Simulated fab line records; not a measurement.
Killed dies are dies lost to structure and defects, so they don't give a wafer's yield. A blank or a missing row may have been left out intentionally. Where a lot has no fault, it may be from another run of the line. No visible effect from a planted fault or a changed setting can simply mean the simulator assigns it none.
fab line records	flow n5_finfet
record lots=10	wafers=28	last_day=18
route steps=1938 shown ZERO_LAYER@13 WELL_APT@25 PMOS_HMC_CHANNEL_EPI@57 BEOL_M4@1111 PASSIVATION@1936
lots with no fault: from the same line, run without faults
start_h: hours from the record's first day to the start of the lot's first wafer shown	wait_h: how many hours have passed since the lot's step before this one	" unchanged from the row above	L1.1+2: a row that stands for several wafers	- either no value or no given start	* or withheld: withheld	< > ~ a bound
route shown NAME@n: NAME is a module with steps in the file, n the number in the route of the first one	usual: mean/standard deviation of fault-free wafers	same: alike in all rows	chamber/n: place in a boat	sites: each site's reading	_std_site: the standard deviation of these	_edge_site: outer sites' mean less inner sites'	radius_mm: for every site, how far away it sits from the centre of the wafer	mask NAME#n: copy n	behind: the tool/chamber that last shaped the wafer	hold: cause of the lot's hold/its duration in hours/its outcome	device: which transistor (n, p or np) failed to switch	end of line: tests of these same wafers at the route's end	step lacking rows: just its recipe	killed: at the first sort, the dies lost to defects and structure; wafer yield is something else	map: shows each die of a wafer: x if killed, . if not, _ if none is there
set.NAME: setting as actually run; set.NAME@STEP: the setting as run at that earlier step	model.NAME: the simulator's own value behind a step, which no gauge read
one table for each step of the route and one row for each wafer, over a sample of lots
services: the hour from which a tool's chamber was out of use, counted from the record's first day as start_h (under 0 if before that day), plus the number of hours and why
## steps
# step N5_ZERO_LAYER_CD_MEAS_11
# recipe target_cd_nm=2000	landing_energy_ev=500	detector=se_inlens
# usual cd_nm=2001/3
lot.wafer	tool	chamber	start_h	wait_h	cd_nm
L773.3	cd_sem-02	0	12.65	-	2002
L773.4	"	0	"	"	1999
L773.5	"	0	"	"	1997
L775.2	cd_sem-02	0	24.77	-	1994
L775.4	"	0	"	"	1996
L775.5	"	0	"	"	1997
L777.1	cd_sem-02	0	36.64	-	2006
L777.2	"	0	"	"	2005
L777.4	"	0	"	"	2008
L779.2	cd_sem-03	0	48.64	-	2004
L779.6	"	0	"	"	1999
L781.2	cd_sem-03	0	60.64	-	2007
L781.3	"	0	"	"	2001
L781.4	"	0	"	"	1999
L782.1	cd_sem-01	0	66.77	-	1998
L782.2	"	0	"	"	2002
L782.5	"	0	"	"	1999
L792.2	cd_sem-03	0	126.64	-	2004
L792.3	"	0	"	"	2000
L793.1	cd_sem-01	0	132.77	-	2000
L793.4	"	0	"	"	1998
L793.5	"	0	"	"	1999
L794.1	cd_sem-02	0	138.64	-	1998
L794.3	"	0	"	"	1997
L794.5	"	0	"	"	2002
L796.2	cd_sem-01	0	150.64	-	2004
L796.3	"	0	"	"	2005
L796.5	"	0	"	"	2000
# step N5_WELL_APT_PEB_06
# recipe peb_temp_c=130	peb_time_s=90
lot.wafer	tool	chamber	start_h	wait_h
L773.3+4+5	litho_track-01	0	13.57	0.0
L775.2+4+5	litho_track-05	0	25.83	0.1
L777.1+2+4	litho_track-03	0	37.44	0.1
L779.2+6	litho_track-01	0	49.44	0.0
L781.2+3+4	litho_track-03	0	63.02	0.0
L782.1+2+5	litho_track-03	0	68.33	0.1
L792.2+3	litho_track-05	0	127.57	0.0
L793.1+4+5	litho_track-03	0	133.57	0.1
L794.1+3+5	litho_track-01	0	140.25	0.1
L796.2+3+5	litho_track-01	0	151.44	0.0
# step N5_WELL_APT_CD_MEAS_08
# recipe target_cd_nm=200	landing_energy_ev=500	detector=se_inlens
# usual cd_nm=199.3/1.9
lot.wafer	tool	chamber	start_h	wait_h	cd_nm
L773.3	cd_sem-02	0	13.69	-	196.4
L773.4	"	0	"	"	200.6
L773.5	"	0	"	"	197.2
L775.2	cd_sem-02	0	25.95	-	199.6
L775.4	"	0	"	"	198.9
L775.5	"	0	"	"	198.2
L777.1	cd_sem-01	0	37.56	-	198.4
L777.2	"	0	"	"	199.6
L777.4	"	0	"	"	198.0
L779.2	cd_sem-02	0	49.56	-	201.1
L779.6	"	0	"	"	199.2
L781.2	cd_sem-02	0	63.14	-	198.1
L781.3	"	0	"	"	210.1
L781.4	"	0	"	"	203.1
L782.1	cd_sem-03	0	68.44	-	207.9
L782.2	"	0	"	"	202.2
L782.5	"	0	"	"	204.2
L792.2	cd_sem-01	0	127.68	-	199.3
L792.3	"	0	"	"	200.2
L793.1	cd_sem-03	0	133.69	-	200.0
L793.4	"	0	"	"	199.5
L793.5	"	0	"	"	201.1
L794.1	cd_sem-01	0	140.36	-	196.1
L794.3	"	0	"	"	198.6
L794.5	"	0	"	"	196.5
L796.2	cd_sem-02	0	151.56	-	198.5
L796.3	"	0	"	"	199.3
L796.5	"	0	"	"	199.5
# step N5_WELL_APT_RTA_34
# recipe temp_c=1000	time_s=10	ambient=N2	idle_temp_c=600	ramp_up_c_per_s=150	ramp_down_c_per_s=60	cool_to_c=600
# usual lamp_power_pct=13.00/0.053	lamp_zone_2_pct=12.993/0.026	wafer_temp_C_max=1003.5/1
lot.wafer	tool	chamber	start_h	wait_h	lamp_power_pct	lamp_zone_2_pct	wafer_temp_C_max
L773.3	rtp_anneal-01	0	15.70	0.1	13.07	13.018	1004.9
L773.4	"	0	"	"	12.97	12.940	1002.9
L773.5	"	0	"	"	13.02	13.009	1004.5
L775.2	rtp_anneal-01	0	28.17	0.0	13.06	12.975	1002.6
L775.4	"	0	"	"	13.02	13.021	1003.8
L775.5	"	0	"	"	13.04	13.025	1003.9
L777.1	rtp_anneal-02	0	39.52	0.0	13.02	12.987	1003.8
L777.2	"	0	"	"	13.01	12.950	1003.4
L777.4	"	0	"	"	13.09	12.921	1003.0
L779.2	rtp_anneal-02	0	51.69	0.0	13.03	12.990	1003.3
L779.6	"	0	"	"	12.94	13.018	1006.4
L781.2	rtp_anneal-02	0	65.63	0.0	13.06	12.995	1003.4
L781.3	"	0	"	"	12.95	12.992	1003.6
L781.4	"	0	"	"	13.03	12.988	1002.7
L782.1	rtp_anneal-02	0	70.43	0.0	12.90	12.989	1003.4
L782.2	"	0	"	"	13.07	12.969	1004.0
L782.5	"	0	"	"	13.05	13.002	1003.7
L792.2	rtp_anneal-01	0	129.80	0.0	13.03	12.970	1006.4
L792.3	"	0	"	"	12.97	13.036	1003.5
L793.1	rtp_anneal-01	0	136.24	0.0	13.07	12.995	1002.8
L793.4	"	0	"	"	13.00	13.000	1003.2
L793.5	"	0	"	"	12.96	12.971	1004.5
L794.1	rtp_anneal-02	0	142.51	0.0	12.99	12.995	1004.2
L794.3	"	0	"	"	12.99	12.985	1003.1
L794.5	"	0	"	"	12.95	13.012	1004.2
L796.2	rtp_anneal-01	0	153.88	0.1	13.10	13.027	1003.8
L796.3	"	0	"	"	13.06	13.009	1003.3
L796.5	"	0	"	"	13.02	13.021	1003.3
# step N5_PMOS_HMC_CHANNEL_EPI_HM_DEP_34
# recipe material=SiO2	target_thk_a=360	temp_c=400	precursor=TEOS/O2	pressure_torr=6.5	rf_w=900	teos_flow_sccm=161.4	gas=O2	flow_sccm=2650	time_s=6.9
# usual heater_power_w=596/92	showerhead_plenum_p_Torr=8.328/0.027	throttle_valve_pct=18.5/1.3
lot.wafer	tool	chamber	start_h	wait_h	heater_power_w	showerhead_plenum_p_Torr	since_wet_clean_h	throttle_valve_pct
L773.3	pecvd-04	1	16.57	0.0	661	8.304	1445	18.2
L773.4	"	1	"	"	659	8.314	-	18.1
L773.5	"	0	"	"	675	8.344	-	16.9
L775.2	pecvd-04	0	29.33	0.0	625	8.388	69	17.4
L775.4	"	2	"	"	632	8.323	-	19.3
L775.5	"	0	"	"	627	8.363	-	17.0
L777.1	pecvd-04	2	40.43	0.0	648	8.300	2194	19.8
L777.2	"	0	"	"	701	8.365	80	17.2
L777.4	"	1	"	"	693	8.315	-	18.3
L779.2	pecvd-04	1	52.78	0.0	695	8.326	1482	18.2
L779.6	"	0	"	"	747	8.370	-	16.9
L781.2	pecvd-01	0	66.52	0.0	687	8.311	1133	21.2
L781.3	"	1	"	"	513	8.331	1858	20.7
L781.4	"	1	"	"	505	8.347	-	20.7
L782.1	pecvd-01	0	71.34	0.0	558	8.303	1138	21.0
L782.2	"	2	"	"	535	8.326	384	17.2
L782.5	"	0	"	"	562	8.277	-	21.1
L792.2	pecvd-04	0	130.69	0.0	634	8.352	171	17.3
L792.3	"	2	"	"	600	8.323	50	17.7
L793.1	pecvd-04	2	137.15	0.0	648	8.296	57	17.7
L793.4	"	2	"	"	634	8.299	-	18.1
L793.5	"	1	"	"	720	8.319	-	18.3
L794.1	pecvd-01	2	143.43	0.0	455	8.318	456	17.3
L794.3	"	1	"	"	616	8.337	1935	20.7
L794.5	"	2	"	"	445	8.341	-	17.4
L796.2	pecvd-04	2	154.78	0.0	600	8.301	75	18.0
L796.3	"	0	"	"	703	8.339	195	17.3
L796.5	"	0	"	"	722	8.359	-	17.4
# step N5_BEOL_M4_RC_MEAS_101
# usual DIBL_N=36.7/2.6	DIBL_P=36.9/2.8	IOFF_N=0.17/0.043	IOFF_P=0.22/0.05	ION_N=678/15	ION_P=465/9.2	SS_N=71.6/0.79	SS_P=73.5/0.82	VT_N=250/3.9	VT_P=-250/3.7
lot.wafer	tool	chamber	start_h	wait_h	DIBL_N[mV/V]	DIBL_P[mV/V]	IOFF_N[nA/um]	IOFF_P[nA/um]	ION_N[uA/um]	ION_P[uA/um]	SS_N[mV/dec]	SS_P[mV/dec]	VT_N[mV]	VT_P[mV]
L773.3	prober-01	0	176.98	0.3	34.5	35.8	0.14	0.18	677	468	71.0	73.3	251	-254
L773.4	"	0	"	"	37.9	39.5	0.19	0.24	684	463	72.8	74.0	251	-250
L773.5	"	0	"	"	41.6	44.6	0.29	0.33	692	466	73.9	74.8	246	-247
L775.2	prober-02	0	191.70	0.2	36.1	37.0	0.16	0.18	697	466	71.5	73.2	248	-254
L775.4	"	0	"	"	35.9	36.4	0.14	0.17	662	446	71.6	73.2	254	-255
L775.5	"	0	"	"	37.1	37.0	0.16	0.17	690	459	71.8	74.1	251	-257
L777.1	prober-01	0	197.44	0.0	35.0	34.6	0.14	0.17	680	466	70.4	72.9	250	-253
L777.2	"	0	"	"	36.3	36.8	0.15	0.19	682	467	71.4	72.9	250	-254
L777.4	"	0	"	"	37.1	37.3	0.18	0.20	694	468	71.7	72.9	247	-253
L779.2	prober-02	0	213.98	0.2	40.7	42.5	0.22	0.39	687	480	72.5	75.2	247	-240
L779.6	"	0	"	"	39.8	41.1	0.23	0.36	697	484	72.0	74.4	241	-241
L781.2	prober-02	0	242.28	0.2	37.0	36.7	0.17	0.24	679	472	71.7	73.2	246	-244
L781.3	"	0	"	"	31.1	29.6	0.08	0.14	657	462	69.8	71.6	259	-253
L781.4	"	0	"	"	40.8	40.1	0.25	0.32	692	475	73.0	74.7	243	-241
L782.1	prober-01	0	243.57	0.0	35.4	34.6	0.13	0.16	672	455	70.6	72.9	254	-257
L782.2	"	0	"	"	34.8	34.0	0.13	0.15	676	458	71.0	72.4	254	-257
L782.5	"	0	"	"	38.5	38.0	0.18	0.20	686	469	71.5	74.6	250	-256
L792.2	prober-02	0	300.57	0.2	33.9	34.0	0.12	0.17	663	449	71.5	72.6	252	-251
L792.3	"	0	"	"	32.4	32.2	0.11	0.16	675	465	70.7	71.9	252	-254
L796.2	prober-02	0	309.73	0.2	36.5	37.1	0.14	0.20	683	469	71.2	73.3	255	-253
L796.3	"	0	"	"	39.4	40.4	0.18	0.25	673	464	71.8	74.1	252	-251
L796.5	"	0	"	"	36.1	36.5	0.13	0.18	667	456	71.5	72.9	253	-253
L793.1	prober-02	0	312.69	0.0	38.8	37.9	0.20	0.24	690	475	71.3	74.6	244	-248
L793.4	"	0	"	"	36.5	35.2	0.15	0.21	664	454	70.6	73.6	251	-248
L793.5	"	0	"	"	39.8	39.3	0.24	0.28	703	470	71.8	74.4	244	-248
L794.1	prober-01	0	334.76	0.0	36.3	36.2	0.13	0.19	660	460	71.8	73.1	254	-255
L794.3	"	0	"	"	38.8	39.3	0.18	0.23	690	476	71.4	73.8	248	-250
L794.5	"	0	"	"	40.2	40.5	0.20	0.26	685	469	72.3	73.9	248	-250
# step N5_PASSIVATION_PROBE_49
# usual defect_limited_yield=91.0/1.4	killed_at_M0_to_M3=36/9.6	killed_at_M4_up=14/6.1	killed_at_contacts=13/6.6	killed_at_front_end=40/11	killed_at_other=3.2/2.9	killed_dies=106/17	killed_open=71/12	killed_short=33/7.3	sort_bin_4_leakage=0.02/0.11	sort_bin_5_function=5.3/1	sort_bin_6_memory=3.4/0.68	sort_n_pass=1073/19	sort_yield_pct=91.0/1.6
# same gross_dies=1180	killed_at_back_side=0	sort_bin_8_speed[%]=0
lot.wafer	tool	chamber	start_h	wait_h	defect_limited_yield[%]	killed_at_M0_to_M3	killed_at_M4_up	killed_at_contacts	killed_at_front_end	killed_at_other	killed_dies	killed_open	killed_short	sort_bin_4_leakage[%]	sort_bin_5_function[%]	sort_bin_6_memory[%]	sort_n_pass	sort_yield_pct[%]
L782.1	prober-02	-	346.84	0.0	91.9	36	19	1	38	2	96	59	37	0	3.7	3.7	1084	91.9
L782.2	prober-02	-	346.89	0.1	90.1	39	10	6	55	7	117	79	33	0	6.4	3.1	1063	90.1
L782.5	prober-02	-	347.04	0.2	89.7	29	11	12	60	10	122	72	29	0	7.2	2.6	1058	89.7
# killed by level:class
L782.1 BEOL_M3:geometric_particle:open=11 BEOL_M4:geometric_particle:open=11 BEOL_M0_SAQP:geometric_particle:open=9 BEOL_M0_SAQP:geometric_particle:short=6 BEOL_M2:geometric_particle:open=5 STI_FIN_REVEAL:geometric_particle:open=4 DUMMY_GATE:geometric_particle:short=4 SPACER0:geometric_particle:short=4
L782.2 FIN_SAQP:geometric_particle:open=19 BEOL_M0_SAQP:geometric_particle:open=9 FIN_SAQP:geometric_particle:short=8 BEOL_M3:geometric_particle:open=8 DUMMY_GATE:geometric_particle:open=6 MOL_CONTACT_COAG:geometric_particle:open=6 BEOL_M2:geometric_particle:open=6 BEOL_M1:geometric_particle:open=5
L782.5 FIN_SAQP:geometric_particle:open=15 FIN_CUT:area_etch=14 MOL_CONTACT_COAG:geometric_particle:open=10 BEOL_M0_SAQP:geometric_particle:short=10 BEOL_M0_SAQP:geometric_particle:open=8 PASSIVATION:area_etch=7 FIN_SAQP:geometric_particle:short=6 BEOL_M4:geometric_particle:open=6
## services
tool	chamber	start_h	hours	kind
pecvd-01	1	-2.48	-	calibration
pecvd-04	2	28.63	-	calibration
litho_track-03	-	29.92	-	consumable_replace:filter
pecvd-04	-	34.62	0.4	repair
pecvd-01	0	41.83	16.5	scheduled_down
pecvd-04	2	46.08	5.2	repair
litho_track-03	-	51.51	-	consumable_replace:filter
## key
first_sign step=N5_WELL_APT_CD_MEAS_08	reading=cd_nm	direction=up	sigmas=5	usual=199.3	struck=209.0
effect none on later readings
met_at N5_WELL_APT_PEB_06
struck_lots L781,L782
struck_wafers L781.3,L782.1
baseline_loss step=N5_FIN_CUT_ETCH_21	wafers=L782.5
not_acting_at N5_ZERO_LAYER_CD_MEAS_11,N5_WELL_APT_RTA_34,N5_PMOS_HMC_CHANNEL_EPI_HM_DEP_34
onset_between 37.44 63.02
fault kind=process_parameter_drift	tool=litho_track-03	chamber=-	onset_h=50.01	steps=N5_WELL_APT_PEB_06	channel=peb_time_s	offset=*	shape=step	end_h=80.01	scope=struck_wafers_only	acts_in=*	stated=*
# baseline_loss: these wafers lose ten dies or more at that step, a loss of the line's own and not of a fault; the sort's usual values leave them out
